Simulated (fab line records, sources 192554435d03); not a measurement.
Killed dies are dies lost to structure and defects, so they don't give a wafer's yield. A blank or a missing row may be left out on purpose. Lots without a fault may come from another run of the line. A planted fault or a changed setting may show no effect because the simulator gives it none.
fab line records | flow n5_finfet
record lots=24 wafers=72 last_day=18
route steps=1938 shown PMOS_HMC_CHANNEL_EPI@66 FIN_SAQP@116 STI_FIN_REVEAL@188
lots that met no fault: from a run of the same line without faults
start_h: hours from the record's first day to the start of the lot's first wafer shown | wait_h: hours since the lot's step before | " the same as in the row above | L1.1+2: a row that stands for several wafers | - no value, or no start given | * or withheld: withheld | < > ~ a bound
route shown NAME@n: a module of which the file shows steps, and the number in the route of the first | usual: mean/standard deviation of fault-free wafers | same: alike in all rows | chamber/n: place in a boat | sites: the reading at each site | _std_site: their standard deviation | _edge_site: outer sites' mean less inner sites' | radius_mm: how far each site lies from the wafer's centre | mask NAME#n: copy n | behind: the tool/chamber that last shaped the wafer | hold: why the lot was held/for how many hours/how that ended | device: the transistor (n, p or np) that didn't switch | end of line: the same wafers' tests at the end of the route | a step without rows: its recipe alone | killed: dies lost to structure and defects at the first sort, not the wafer's yield | map: a wafer's dies, x killed, . not, _ none there
set.NAME: the setting as run; set.NAME@STEP: as run at that earlier step | model.NAME: the simulator's own value behind a step, which no gauge read
steps of the route over a sample of lots; a table a step, a row a wafer
services: from which hour (start_h, from the record's first day; less than 0 if before it) a tool's chamber was out of use, for how many hours, and why
## steps
# step N5_PMOS_HMC_CHANNEL_EPI_OVL_MEAS_10
# recipe points_per_wafer=44
# usual PMOS_HMC_BLK_OVL=-0.2/0.72
# columns lot.wafer tool chamber start_h wait_h PMOS_HMC_BLK_OVL[nm]
L074.3 overlay-02 0 17.36 0.0 0.5
L074.4 " 0 " " 0.2
L074.5 " 0 " " 0.1
L075.2 overlay-02 0 23.27 0.0 -0.3
L075.5 " 0 " " -1.3
L075.6 " 0 " " -0.1
L076.1 overlay-02 0 29.39 0.0 -0.2
L076.4 " 0 " " 0.1
L076.6 " 0 " " 0.6
L077.3 overlay-02 0 35.41 0.0 -1.3
L077.5 " 0 " " -1.3
L077.6 " 0 " " -0.7
L078.1 overlay-01 0 41.25 0.0 0.7
L078.2 " 0 " " 0.0
L078.5 " 0 " " 0.2
L079.3 overlay-02 0 47.19 0.0 0.8
L079.4 " 0 " " -0.5
L079.6 " 0 " " 0.0
L080.3 overlay-01 0 53.14 0.0 0.4
L080.4 " 0 " " 0.1
L080.5 " 0 " " 1.5
L081.1 overlay-01 0 59.09 0.0 -0.8
L081.5 " 0 " " -1.8
L081.6 " 0 " " -1.5
L082.2 overlay-01 0 65.14 0.0 -0.9
L082.3 " 0 " " -0.4
L082.6 " 0 " " -0.9
L083.2 overlay-02 0 72.68 0.0 -1.6
L083.5 " 0 " " -0.3
L083.6 " 0 " " 0.6
L084.1 overlay-02 0 77.68 0.0 -0.5
L084.3 " 0 " " -1.3
L084.4 " 0 " " -0.8
L085.1 overlay-02 0 83.52 0.0 0.1
L085.4 " 0 " " -0.8
L085.6 " 0 " " 0.1
L086.1 overlay-01 0 89.46 0.0 0.1
L086.3 " 0 " " 0.1
L086.5 " 0 " " 0.0
L087.1 overlay-02 0 97.65 0.0 -0.6
L087.4 " 0 " " -1.0
L087.5 " 0 " " 0.0
L088.1 overlay-01 0 102.11 0.0 -1.1
L088.3 " 0 " " -1.9
L088.4 " 0 " " -0.9
L089.1 overlay-02 0 107.11 0.0 0.3
L089.4 " 0 " " -1.4
L089.5 " 0 " " -0.2
L090.1 overlay-01 0 113.81 0.0 -0.8
L090.2 " 0 " " 0.3
L090.5 " 0 " " -0.4
L091.2 overlay-01 0 119.03 0.0 0.3
L091.3 " 0 " " 0.1
L091.6 " 0 " " 0.8
L092.2 overlay-01 0 126.46 0.0 -2.0
L092.3 " 0 " " 1.1
L092.4 " 0 " " -0.1
L093.1 overlay-02 0 131.15 0.0 -0.2
L093.3 " 0 " " -1.2
L093.6 " 0 " " -1.0
L094.2 overlay-01 0 137.43 0.0 0.2
L094.3 " 0 " " 1.2
L094.5 " 0 " " 1.1
L095.1 overlay-01 0 143.02 0.0 -0.7
L095.3 " 0 " " 0.2
L095.4 " 0 " " -0.5
L096.1 overlay-02 0 150.34 0.0 -0.8
L096.3 " 0 " " -0.6
L096.5 " 0 " " -0.9
L097.1 overlay-02 0 155.37 0.0 -0.1
L097.3 " 0 " " 0.4
L097.5 " 0 " " -0.2
# step N5_PMOS_HMC_CHANNEL_EPI_EPI_26
# recipe material=Si target_thk_a=38 temp_c=650 precursor=SiH4/H2 pressure_torr=20 time_s=22.7
# usual susceptor_temp_C_max=651.5/0.42 throttle_valve_pct=11.07/0.25
# columns lot.wafer tool chamber start_h wait_h susceptor_temp_C_max throttle_valve_pct
L074.3 epi_rpcvd-04 0 19.91 0.1 651.4 11.13
L074.4 " 0 " " 650.7 11.04
L074.5 " 0 " " 651.2 11.08
L075.2 epi_rpcvd-03 0 26.26 0.1 650.5 11.03
L075.5 " 0 " " 651.0 10.99
L075.6 " 0 " " 650.8 11.44
L076.1 epi_rpcvd-04 0 32.24 0.0 651.7 11.54
L076.4 " 0 " " 651.6 11.34
L076.6 " 0 " " 651.8 10.94
L077.3 epi_rpcvd-02 0 37.98 0.1 651.7 10.67
L077.5 " 0 " " 652.1 10.51
L077.6 " 0 " " 652.3 10.54
L078.1 epi_rpcvd-04 0 44.08 0.0 651.6 11.16
L078.2 " 0 " " 651.4 11.30
L078.5 " 0 " " 651.8 11.25
L079.3 epi_rpcvd-03 0 49.75 0.1 651.1 11.07
L079.4 " 0 " " 651.4 10.98
L079.6 " 0 " " 651.5 11.12
L080.3 epi_rpcvd-04 0 56.10 0.1 651.4 11.25
L080.4 " 0 " " 651.7 11.43
L080.5 " 0 " " 652.2 11.38
L081.1 epi_rpcvd-02 0 61.69 0.0 651.9 10.40
L081.5 " 0 " " 652.1 10.37
L081.6 " 0 " " 651.9 10.39
L082.2 epi_rpcvd-03 0 67.78 0.1 651.6 11.07
L082.3 " 0 " " 652.1 11.29
L082.6 " 0 " " 651.7 11.20
L083.2 epi_rpcvd-03 0 75.65 0.1 651.3 11.26
L083.5 " 0 " " 652.4 10.93
L083.6 " 0 " " 651.5 11.27
L084.1 epi_rpcvd-04 0 80.51 0.0 651.5 10.97
L084.3 " 0 " " 651.0 11.11
L084.4 " 0 " " 651.3 11.13
L085.1 epi_rpcvd-03 0 86.06 0.0 651.7 11.04
L085.4 " 0 " " 651.8 11.13
L085.6 " 0 " " 651.6 11.03
L086.1 epi_rpcvd-03 0 91.89 0.0 651.6 11.11
L086.3 " 0 " " 651.6 10.97
L086.5 " 0 " " 651.2 10.80
L087.1 epi_rpcvd-03 0 100.13 0.0 651.0 10.94
L087.4 " 0 " " 651.1 11.31
L087.5 " 0 " " 650.9 11.06
L088.1 epi_rpcvd-03 0 104.59 0.0 652.1 11.30
L088.3 " 0 " " 651.7 11.08
L088.4 " 0 " " 651.6 11.10
L089.1 epi_rpcvd-04 0 110.00 0.0 651.1 11.37
L089.4 " 0 " " 652.1 11.26
L089.5 " 0 " " 651.7 11.26
L090.1 epi_rpcvd-03 0 116.26 0.0 650.9 11.17
L090.2 " 0 " " 651.4 11.00
L090.5 " 0 " " 651.7 11.01
L091.2 epi_rpcvd-04 0 121.90 0.1 651.2 11.10
L091.3 " 0 " " 651.6 11.41
L091.6 " 0 " " 651.5 11.32
L092.2 epi_rpcvd-04 0 128.93 0.1 651.5 11.12
L092.3 " 0 " " 651.3 11.28
L092.4 " 0 " " 651.2 11.21
L093.1 epi_rpcvd-04 0 133.63 0.0 651.2 11.31
L093.3 " 0 " " 651.6 11.25
L093.6 " 0 " " 651.4 11.13
L094.2 epi_rpcvd-03 0 139.94 0.1 651.2 10.98
L094.3 " 0 " " 651.0 11.13
L094.5 " 0 " " 651.6 10.91
L095.1 epi_rpcvd-03 0 145.46 0.0 651.5 10.85
L095.3 " 0 " " 651.6 10.97
L095.4 " 0 " " 650.5 11.18
L096.1 epi_rpcvd-03 0 152.77 0.0 651.6 10.98
L096.3 " 0 " " 651.4 11.07
L096.5 " 0 " " 651.7 11.14
L097.1 epi_rpcvd-03 0 157.84 0.0 651.6 11.21
L097.3 " 0 " " 651.0 10.73
L097.5 " 0 " " 651.1 11.10
# step N5_FIN_SAQP_ETCH_52
# recipe chemistry=N2/H2 target=SOC target_depth_a=1000 overetch_a=200 mask_material=SiARC temp_c=40 time_s=150 ion_energy_ev=200 pressure_mtorr=30 source_w=840 bias_w=150 n2_flow_sccm=200 h2_flow_sccm=200 ends=end_point
# usual drypump_motor_current_A=5.9/0.49 oes_product_au=0.67/0.055 rf_vpp_V=523.4/2.7 showerhead_plenum_p_Torr=2.52/0.091 throttle_valve_pct=17.85/0.25
# columns lot.wafer tool chamber start_h wait_h drypump_motor_current_A oes_product_au rf_hours_counter_h rf_vpp_V showerhead_plenum_p_Torr throttle_valve_pct
L074.3 rie_diel-02 2 21.92 0.0 5.2 0.66 174 526.2 2.66 18.29
L074.4 " 1 " " 6.2 0.67 162 526.1 2.65 17.79
L074.5 " 1 " " 6.2 0.69 - 528.3 2.65 17.80
L075.2 rie_diel-04 1 28.33 0.0 6.3 0.63 196 522.7 2.52 17.65
L075.5 " 2 " " 5.6 0.68 - 521.4 2.44 17.90
L075.6 " 3 " " 6.4 0.62 - 527.1 2.61 18.17
L076.1 rie_diel-04 2 34.15 0.0 5.6 0.68 171 519.8 2.44 17.89
L076.4 " 3 " " 6.4 0.62 245 527.8 2.61 18.15
L076.6 " 0 " " 6.7 0.63 - 521.7 2.43 18.19
L077.3 rie_diel-04 3 40.23 0.0 6.4 0.62 247 525.5 2.61 18.16
L077.5 " 2 " " 5.6 0.67 - 520.6 2.43 17.89
L077.6 " 3 " " 6.4 0.61 - 526.3 2.61 18.17
L078.1 rie_diel-04 1 46.04 0.0 6.3 0.63 203 523.7 2.52 17.64
L078.2 " 2 " " 5.6 0.68 176 521.4 2.43 17.90
L078.5 " 3 " " 6.4 0.61 - 524.5 2.61 18.17
L079.3 rie_diel-02 0 51.47 0.0 5.3 0.66 163 522.3 2.41 17.50
L079.4 " 2 " " 5.2 0.66 184 527.1 2.66 18.28
L079.6 " 2 " " 5.2 0.66 - 524.6 2.66 18.30
L080.3 rie_diel-02 1 57.99 0.0 6.3 0.66 173 526.2 2.65 17.84
L080.4 " 3 " " 5.6 0.69 129 523.2 2.55 17.74
L080.5 " 2 " " 5.2 0.66 - 527.7 2.66 18.28
L081.1 rie_diel-04 3 63.66 0.0 6.4 0.60 257 526.2 2.60 18.21
L081.5 " 1 " " 6.3 0.62 - 524.2 2.52 17.66
L081.6 " 3 " " 6.4 0.62 - 525.2 2.60 18.18
L082.2 rie_diel-03 2 70.23 0.0 5.4 0.76 56 524.1 2.56 17.45
L082.3 " 1 " " 5.3 0.81 27 527.3 2.60 17.45
L082.6 " 3 " " 5.7 0.66 - 520.6 2.40 17.96
L083.2 rie_diel-02 3 77.69 0.0 5.6 0.68 137 524.3 2.55 17.76
L083.5 " 0 " " 5.3 0.66 - 519.8 2.41 17.52
L083.6 " 3 " " 5.6 0.68 - 524.7 2.55 17.74
L084.1 rie_diel-04 0 82.63 0.0 6.7 0.62 220 519.5 2.42 18.19
L084.3 " 1 " " 6.3 0.62 218 523.5 2.51 17.67
L084.4 " 0 " " 6.7 0.63 - 520.7 2.42 18.19
L085.1 rie_diel-03 3 88.05 0.0 5.7 0.64 225 521.2 2.39 17.97
L085.4 " 0 " " 5.6 0.67 157 524.8 2.55 17.87
L085.6 " 0 " " 5.6 0.68 - 524.0 2.55 17.86
L086.1 rie_diel-02 2 93.83 0.0 5.2 0.65 200 525.0 2.65 18.32
L086.3 " 3 " " 5.6 0.68 145 523.2 2.54 17.76
L086.5 " 2 " " 5.2 0.65 - 525.6 2.65 18.31
L087.1 rie_diel-03 2 105.05 0.0 5.4 0.75 68 524.7 2.56 17.48
L087.4 " 1 " " 5.3 0.79 40 524.9 2.60 17.49
L087.5 " 3 " " 5.7 0.64 - 520.0 2.39 17.98
L088.1 rie_diel-02 2 107.97 0.0 5.2 0.65 205 527.5 2.65 18.31
L088.3 " 0 " " 5.3 0.66 179 519.8 2.41 17.52
L088.4 " 3 " " 5.6 0.67 149 525.1 2.54 17.77
L089.1 rie_diel-02 3 112.04 0.0 5.6 0.67 151 524.4 2.54 17.78
L089.4 " 2 " " 5.3 0.64 207 526.3 2.65 18.33
L089.5 " 1 " " 6.2 0.65 - 526.5 2.64 17.84
L090.1 rie_diel-03 1 119.06 0.0 5.3 0.78 46 525.2 2.59 17.47
L090.2 " 0 " " 5.6 0.67 168 523.3 2.55 17.89
L090.5 " 2 " " 5.4 0.74 - 524.9 2.56 17.49
L091.2 rie_diel-04 1 123.78 0.0 6.3 0.61 232 522.7 2.51 17.73
L091.3 " 3 " " 6.4 0.83 15 525.8 2.60 17.75
L091.6 " 1 " " 6.3 0.62 - 522.2 2.51 17.70
L092.2 rie_diel-02 3 130.74 0.0 5.6 0.66 158 525.1 2.54 17.79
L092.3 " 0 " " 5.3 0.65 188 519.6 2.40 17.54
L092.4 " 1 " " 6.2 0.65 200 526.3 2.63 17.87
L093.1 rie_diel-04 1 135.99 0.0 6.3 0.61 236 522.5 2.50 17.71
L093.3 " 0 " " 6.7 0.60 239 520.7 2.42 18.22
L093.6 " 2 " " 5.6 0.65 - 518.4 2.42 17.95
L094.2 rie_diel-04 2 141.98 0.0 5.6 0.65 212 521.2 2.42 17.95
L094.3 " 1 " " 6.3 0.61 239 522.6 2.50 17.70
L094.5 " 2 " " 5.6 0.65 - 520.5 2.42 17.97
L095.1 rie_diel-03 0 148.59 0.0 5.6 0.66 180 523.0 2.54 17.91
L095.3 " 1 " " 5.3 0.76 59 523.5 2.59 17.52
L095.4 " 2 " " 5.4 0.72 87 523.2 2.55 17.49
L096.1 rie_diel-04 3 154.88 0.0 6.4 0.81 25 525.9 2.59 17.76
L096.3 " 0 " " 6.7 0.60 246 521.3 2.41 18.24
L096.5 " 2 " " 5.6 0.64 - 521.7 2.42 17.97
L097.1 rie_diel-04 2 159.98 0.0 5.6 0.64 219 519.4 2.42 17.98
L097.3 " 0 " " 6.7 0.61 248 519.6 2.41 18.25
L097.5 " 2 " " 5.6 0.64 - 519.1 2.42 17.98
# step N5_FIN_SAQP_ETCH_57
# recipe chemistry=CH3F/O2 target=SiNx mask_material=SiO2 target_depth_a=325 time_s=46.4 pressure_mtorr=30 source_w=395 bias_w=73 Ar_flow_sccm=150 CH3F_flow_sccm=30 O2_flow_sccm=20 ion_energy_ev=120 ends=cleared
# usual O2_flow_sccm=20.00/0.064 drypump_motor_current_A=5.7/0.44 etch_rf_on_time_s=46.2/0.98 oes_f_703_au=0.75/0.068 oes_product_au=0.65/0.061 rf_vpp_V=299/6.9 showerhead_plenum_p_Torr=1.99/0.07 throttle_valve_pct=16.34/0.24
# columns lot.wafer tool chamber start_h wait_h O2_flow_sccm drypump_motor_current_A etch_rf_on_time_s oes_f_703_au oes_product_au rf_hours_counter_h rf_vpp_V showerhead_plenum_p_Torr throttle_valve_pct
L074.3 rie_diel-03 1 23.88 0.0 19.97 5.3 45.3 0.90 0.81 14 297 2.03 15.89
L074.4 " 0 " " 19.96 5.6 46.4 0.79 0.66 142 301 1.99 16.09
L074.5 " 1 " " 19.97 5.3 46.1 0.90 0.81 - 299 2.03 15.90
L075.2 rie_diel-03 0 30.92 0.6 19.92 5.6 44.4 0.78 0.66 144 301 1.99 16.11
L075.5 " 1 " " 20.09 5.3 45.8 0.90 0.79 - 299 2.03 15.89
L075.6 " 2 " " 20.00 5.4 46.8 0.87 0.74 - 305 2.03 16.05
L076.1 rie_diel-03 3 36.99 0.1 20.01 5.7 46.7 0.74 0.62 209 283 1.91 16.61
L076.4 " 1 " " 20.06 5.3 47.5 0.89 0.79 18 298 2.03 15.90
L076.6 " 3 " " 20.01 5.7 46.9 0.75 0.62 - 283 1.91 16.60
L077.3 rie_diel-02 1 42.19 0.0 20.05 6.2 45.8 0.71 0.63 169 308 2.09 16.30
L077.5 " 3 " " 20.01 5.6 45.4 0.81 0.67 - 299 2.02 16.32
L077.6 " 2 " " 20.05 5.2 46.2 0.73 0.63 - 296 2.08 16.61
L078.1 rie_diel-02 3 48.09 0.0 20.01 5.6 45.2 0.80 0.67 127 302 2.02 16.33
L078.2 " 0 " " 19.98 5.3 46.4 0.70 0.63 161 299 1.90 16.10
L078.5 " 1 " " 20.09 6.2 46.6 0.71 0.64 - 307 2.09 16.30
L079.3 rie_diel-04 1 53.54 0.1 20.05 6.3 46.3 0.72 0.61 206 291 1.98 16.28
L079.4 " 1 " " 20.10 6.3 45.8 0.72 0.60 - 289 1.98 16.26
L079.6 " 2 " " 20.02 5.6 48.0 0.72 0.63 - 298 1.90 16.40
L080.3 rie_diel-03 2 60.12 0.0 20.04 5.4 45.8 0.85 0.73 54 305 2.03 16.06
L080.4 " 3 " " 20.07 5.7 46.5 0.74 0.62 216 283 1.90 16.62
L080.5 " 1 " " 19.91 5.3 46.3 0.88 0.78 - 298 2.03 15.92
L081.1 rie_diel-02 3 65.62 0.0 20.04 5.6 45.2 0.80 0.67 133 301 2.02 16.33
L081.5 " 1 " " 20.07 6.2 46.4 0.70 0.63 - 310 2.09 16.31
L081.6 " 0 " " 19.98 5.3 45.7 0.70 0.63 - 300 1.90 16.12
L082.2 rie_diel-02 0 72.30 0.1 20.05 5.3 45.6 0.70 0.63 170 299 1.90 16.13
L082.3 " 2 " " 20.01 5.2 46.6 0.72 0.62 190 297 2.08 16.64
L082.6 " 3 " " 20.02 5.6 45.1 0.80 0.67 - 301 2.02 16.34
L083.2 rie_diel-02 3 79.67 0.1 20.00 5.6 44.0 0.79 0.66 138 301 2.02 16.33
L083.5 " 3 " " 19.99 5.6 45.5 0.79 0.66 - 300 2.02 16.35
L083.6 " 2 " " 19.91 5.2 47.5 0.72 0.62 - 296 2.07 16.62
L084.1 rie_diel-04 2 84.60 0.0 19.89 5.6 46.7 0.71 0.63 191 297 1.90 16.43
L084.3 " 1 " " 20.07 6.3 45.1 0.72 0.60 218 290 1.98 16.29
L084.4 " 0 " " 19.93 6.7 46.5 0.69 0.59 - 305 1.90 16.68
L085.1 rie_diel-03 2 90.40 0.1 20.02 5.4 45.6 0.84 0.72 64 304 2.03 16.06
L085.4 " 0 " " 20.06 5.6 45.0 0.78 0.65 158 299 1.99 16.14
L085.6 " 3 " " 19.89 5.7 47.7 0.73 0.61 - 282 1.90 16.63
L086.1 rie_diel-02 0 96.93 0.1 19.94 5.3 47.8 0.70 0.62 176 300 1.90 16.14
L086.3 " 2 " " 19.95 5.3 46.5 0.71 0.61 201 299 2.07 16.65
L086.5 " 1 " " 20.04 6.2 47.8 0.70 0.62 - 308 2.08 16.33
L087.1 rie_diel-03 0 108.00 0.1 19.92 5.6 44.3 0.77 0.65 164 301 1.99 16.15
L087.4 " 1 " " 19.94 5.3 46.4 0.85 0.75 42 297 2.02 15.94
L087.5 " 2 " " 19.99 5.5 45.1 0.84 0.71 - 305 2.02 16.08
L088.1 rie_diel-04 0 110.14 0.2 20.13 6.7 44.9 0.68 0.60 230 305 1.89 16.72
L088.3 " 1 " " 20.00 6.3 45.3 0.71 0.59 227 290 1.97 16.30
L088.4 " 3 " " 20.02 6.5 47.1 0.91 0.81 9 306 2.06 16.36
L089.1 rie_diel-03 3 114.97 0.0 19.92 5.7 47.4 0.73 0.60 234 282 1.90 16.66
L089.4 " 1 " " 20.04 5.3 47.7 0.85 0.75 45 297 2.02 15.95
L089.5 " 3 " " 19.88 5.7 47.6 0.72 0.61 - 282 1.90 16.64
L090.1 rie_diel-04 0 121.15 0.0 19.99 6.7 46.5 0.68 0.58 234 305 1.89 16.70
L090.2 " 3 " " 20.00 6.4 46.0 0.90 0.79 14 306 2.06 16.38
L090.5 " 1 " " 19.95 6.3 46.7 0.70 0.59 - 289 1.97 16.32
L091.2 rie_diel-02 1 125.78 0.0 19.98 6.2 45.4 0.69 0.62 198 308 2.08 16.36
L091.3 " 2 " " 20.05 5.3 46.0 0.70 0.61 213 298 2.07 16.68
L091.6 " 3 " " 20.00 5.6 44.7 0.78 0.65 - 301 2.01 16.38
L092.2 rie_diel-04 2 133.70 0.0 20.01 5.6 47.1 0.70 0.61 208 298 1.89 16.45
L092.3 " 1 " " 19.96 6.3 44.4 0.69 0.58 235 290 1.97 16.35
L092.4 " 0 " " 19.90 6.7 46.5 0.68 0.59 237 304 1.89 16.73
L093.1 rie_diel-04 3 138.19 0.0 20.02 6.4 45.5 0.88 0.79 19 307 2.06 16.37
L093.3 " 2 " " 19.84 5.6 46.7 0.70 0.61 210 299 1.89 16.48
L093.6 " 3 " " 19.98 6.4 44.6 0.88 0.80 - 308 2.06 16.37
L094.2 rie_diel-02 1 143.95 0.0 19.96 6.2 46.5 0.68 0.62 204 306 2.08 16.37
L094.3 " 3 " " 19.88 5.6 45.4 0.77 0.63 163 301 2.01 16.38
L094.5 " 1 " " 20.01 6.2 46.9 0.69 0.61 - 308 2.08 16.38
L095.1 rie_diel-02 3 150.72 0.0 20.04 5.6 44.7 0.77 0.64 164 300 2.01 16.39
L095.3 " 1 " " 20.01 6.2 45.6 0.69 0.62 205 309 2.08 16.38
L095.4 " 0 " " 19.99 5.3 46.5 0.69 0.62 193 299 1.89 16.14
L096.1 rie_diel-03 0 157.46 0.2 20.03 5.6 45.1 0.75 0.64 183 299 1.98 16.19
L096.3 " 3 " " 19.94 5.7 46.5 0.72 0.59 250 283 1.89 16.67
L096.5 " 3 " " 19.92 5.7 48.1 0.72 0.60 - 281 1.89 16.68
L097.1 rie_diel-02 1 162.03 0.0 20.02 6.3 46.7 0.69 0.62 210 307 2.07 16.38
L097.3 " 2 " " 20.09 5.3 45.5 0.70 0.61 225 297 2.06 16.70
L097.5 " 0 " " 20.09 5.3 47.1 0.69 0.61 - 300 1.89 16.16
# step N5_STI_FIN_REVEAL_THK_MEAS_05
# usual thk_nm=131.9/1.2
# columns lot.wafer tool chamber start_h wait_h thk_nm
L074.3 film_metro-02 - 32.91 - 132.5
L074.4 " - " " 131.6
L074.5 " - " " 131.3
L075.2 film_metro-01 - 41.25 - 132.4
L075.5 " - " " 132.6
L075.6 " - " " 130.7
L076.1 film_metro-02 - 55.91 - 131.4
L076.4 " - " " 132.6
L076.6 " - " " 132.2
L077.3 film_metro-02 - 58.39 - 131.8
L077.5 " - " " 133.0
L077.6 " - " " 132.8
L078.1 film_metro-02 - 64.18 - 132.1
L078.2 " - " " 131.9
L078.5 " - " " 131.9
L079.3 film_metro-02 - 65.09 - 132.1
L079.4 " - " " 132.4
L079.6 " - " " 131.2
L080.3 film_metro-02 - 69.35 - 132.6
L080.4 " - " " 132.5
L080.5 " - " " 133.0
L081.1 film_metro-02 - 75.28 - 132.4
L081.5 " - " " 132.2
L081.6 " - " " 131.3
L082.2 film_metro-02 - 81.96 - 133.7
L082.3 " - " " 133.5
L082.6 " - " " 133.6
L083.2 film_metro-02 - 90.66 - 131.4
L083.5 " - " " 131.3
L083.6 " - " " 131.5
L084.1 film_metro-02 - 93.63 - 132.1
L084.3 " - " " 132.1
L084.4 " - " " 130.6
L085.1 film_metro-01 - 103.11 - 130.9
L085.4 " - " " 131.3
L085.6 " - " " 132.1
L086.1 film_metro-02 - 111.17 - 132.7
L086.3 " - " " 130.3
L086.5 " - " " 130.0
L087.1 film_metro-01 - 117.45 - 131.9
L087.4 " - " " 131.6
L087.5 " - " " 131.2
L088.1 film_metro-01 - 119.99 - 129.6
L088.3 " - " " 129.6
L088.4 " - " " 131.5
L089.1 film_metro-01 - 123.98 - 132.1
L089.4 " - " " 129.5
L089.5 " - " " 130.1
L090.1 film_metro-02 - 130.79 - 132.0
L090.2 " - " " 132.2
L090.5 " - " " 130.5
L091.2 film_metro-01 - 136.74 - 132.7
L091.3 " - " " 130.8
L091.6 " - " " 132.7
L092.2 film_metro-02 - 143.30 - 134.3
L092.3 " - " " 133.4
L092.4 " - " " 134.3
L093.1 film_metro-02 - 149.39 - 132.2
L093.3 " - " " 132.6
L093.6 " - " " 132.6
L094.2 film_metro-01 - 153.04 - 132.4
L094.3 " - " " 130.4
L094.5 " - " " 130.2
L095.1 film_metro-01 - 160.21 - 132.0
L095.3 " - " " 132.6
L095.4 " - " " 133.5
L096.1 film_metro-02 - 168.17 - 131.1
L096.3 " - " " 131.6
L096.5 " - " " 131.0
L097.1 film_metro-01 - 171.92 - 131.2
L097.3 " - " " 131.4
L097.5 " - " " 131.2
# step N5_STI_FIN_REVEAL_OXIDATION_33
# recipe chemistry=O2_PLASMA_REMOTE temp_c=150 time_s=20 pressure_mtorr=1000 source_power_w=2000 o2_flow_sccm=3000
# usual drypump_motor_current_A=5.78/0.27 heater_power_w=144/6.1 temp_c_max=150.74/0.25
# columns lot.wafer tool chamber start_h wait_h drypump_motor_current_A heater_power_w rf_hours_counter_h temp_c_max
L074.3 plasma_asher-01 0 36.29 0.0 6.03 147 - 150.88
L074.4 " 1 " " 5.82 152 - 150.84
L074.5 " 0 " " 6.02 144 - 150.66
L075.2 plasma_asher-02 0 44.28 0.0 5.36 135 33 150.76
L075.5 " 0 " " 5.34 135 - 151.28
L075.6 " 1 " " 5.99 151 - 150.52
L076.1 plasma_asher-01 1 58.94 0.0 5.82 149 81 150.66
L076.4 " 0 " " 6.01 141 - 151.42
L076.6 " 1 " " 5.82 156 - 150.83
L077.3 plasma_asher-02 1 61.40 0.1 5.95 150 - 150.40
L077.5 " 1 " " 5.96 149 - 150.37
L077.6 " 0 " " 5.39 137 - 150.60
L078.1 plasma_asher-01 1 67.36 0.0 5.81 149 84 150.51
L078.2 " 0 " " 6.01 146 84 150.52
L078.5 " 1 " " 5.81 151 - 150.45
L079.3 plasma_asher-01 0 68.46 0.0 6.01 143 - 150.99
L079.4 " 1 " " 5.81 144 - 150.70
L079.6 " 0 " " 6.03 141 - 150.83
L080.3 plasma_asher-01 0 72.57 0.0 6.02 140 - 150.84
L080.4 " 1 " " 5.82 149 - 150.77
L080.5 " 0 " " 6.02 147 - 150.98
L081.1 plasma_asher-01 0 78.91 0.0 6.01 141 87 150.90
L081.5 " 0 " " 6.02 144 - 151.12
L081.6 " 1 " " 5.82 148 - 150.52
L082.2 plasma_asher-02 1 85.17 0.0 5.96 148 38 150.86
L082.3 " 1 " " 5.98 148 - 150.80
L082.6 " 0 " " 5.36 137 - 150.68
L083.2 plasma_asher-02 0 93.65 0.0 5.37 133 40 150.89
L083.5 " 0 " " 5.35 132 - 151.24
L083.6 " 1 " " 5.99 149 - 150.24
L084.1 plasma_asher-02 0 96.65 0.0 5.36 135 41 150.79
L084.3 " 0 " " 5.37 134 - 151.03
L084.4 " 1 " " 5.95 149 - 150.27
L085.1 plasma_asher-02 0 106.14 0.0 5.37 131 42 150.94
L085.4 " 1 " " 5.96 151 - 150.31
L085.6 " 0 " " 5.37 136 - 151.07
L086.1 plasma_asher-02 0 114.25 0.0 5.35 133 45 151.17
L086.3 " 1 " " 5.97 146 - 150.52
L086.5 " 1 " " 5.98 147 - 150.50
L087.1 plasma_asher-01 0 120.77 0.0 6.03 143 94 150.40
L087.4 " 0 " " 6.02 141 - 150.59
L087.5 " 1 " " 5.82 148 - 150.82
L088.1 plasma_asher-01 0 123.06 0.0 6.02 145 94 150.85
L088.3 " 1 " " 5.84 152 - 151.03
L088.4 " 0 " " 6.02 143 - 151.05
L089.1 plasma_asher-02 0 127.70 0.0 5.40 133 49 150.64
L089.4 " 1 " " 5.97 149 - 150.24
L089.5 " 1 " " 5.98 151 - 150.51
L090.1 plasma_asher-02 0 134.21 0.0 5.36 139 50 151.04
L090.2 " 1 " " 5.97 148 50 150.57
L090.5 " 1 " " 5.99 150 - 150.77
L091.2 plasma_asher-01 0 139.86 0.0 6.01 141 97 150.97
L091.3 " 0 " " 6.02 145 - 150.50
L091.6 " 0 " " 6.01 140 - 150.92
L092.2 plasma_asher-02 0 146.29 0.0 5.35 136 52 150.67
L092.3 " 1 " " 5.96 146 - 150.56
L092.4 " 0 " " 5.35 135 - 150.61
L093.1 plasma_asher-02 0 152.47 0.0 5.36 134 53 151.24
L093.3 " 0 " " 5.33 134 - 150.94
L093.6 " 1 " " 5.97 145 - 150.44
L094.2 plasma_asher-01 1 156.09 0.0 5.82 147 99 150.56
L094.3 " 1 " " 5.83 154 - 150.69
L094.5 " 1 " " 5.82 148 - 150.66
L095.1 plasma_asher-01 0 163.32 0.0 6.03 144 101 150.87
L095.3 " 1 " " 5.81 147 - 150.98
L095.4 " 0 " " 6.03 146 - 150.88
L096.1 plasma_asher-02 1 171.17 0.0 5.99 151 58 150.63
L096.3 " 0 " " 5.37 136 - 150.98
L096.5 " 1 " " 5.98 147 - 150.59
L097.1 plasma_asher-02 0 174.92 0.0 5.36 134 58 150.83
L097.3 " 0 " " 5.36 137 - 151.08
L097.5 " 0 " " 5.35 134 - 150.53
## services
# columns tool chamber start_h hours kind
rie_diel-03 2 -3.19 6.2 repair
rie_diel-04 3 0.80 1.8 repair
rie_diel-02 - 35.30 0.6 repair
rie_diel-04 0 42.81 21.2 repair
epi_rpcvd-03 - 59.81 2.8 pm
plasma_asher-02 - 63.04 2.8 pm
rie_diel-04 3 64.18 - clean
rie_diel-04 3 64.18 - consumable_replace:focus_ring
rie_diel-04 3 64.18 21.7 scheduled_down
rie_diel-04 3 64.18 21.7 vent_cycle
rie_diel-03 0 64.56 13.4 repair
rie_diel-02 0 79.64 8.6 repair
rie_diel-02 1 79.64 3.7 repair
plasma_asher-01 - 90.19 7.5 repair
epi_rpcvd-04 - 95.12 5.9 repair
epi_rpcvd-02 - 102.11 8.1 pm
rie_diel-02 - 145.40 4.3 pm
rie_diel-03 3 158.12 - clean
rie_diel-02 - 163.03 3.2 repair
rie_diel-04 0 165.28 - clean
rie_diel-04 0 165.28 - consumable_replace:focus_ring
rie_diel-04 0 165.28 - consumable_replace:showerhead
rie_diel-04 0 165.28 18.7 scheduled_down
rie_diel-04 0 165.28 18.7 vent_cycle
## key
fault none
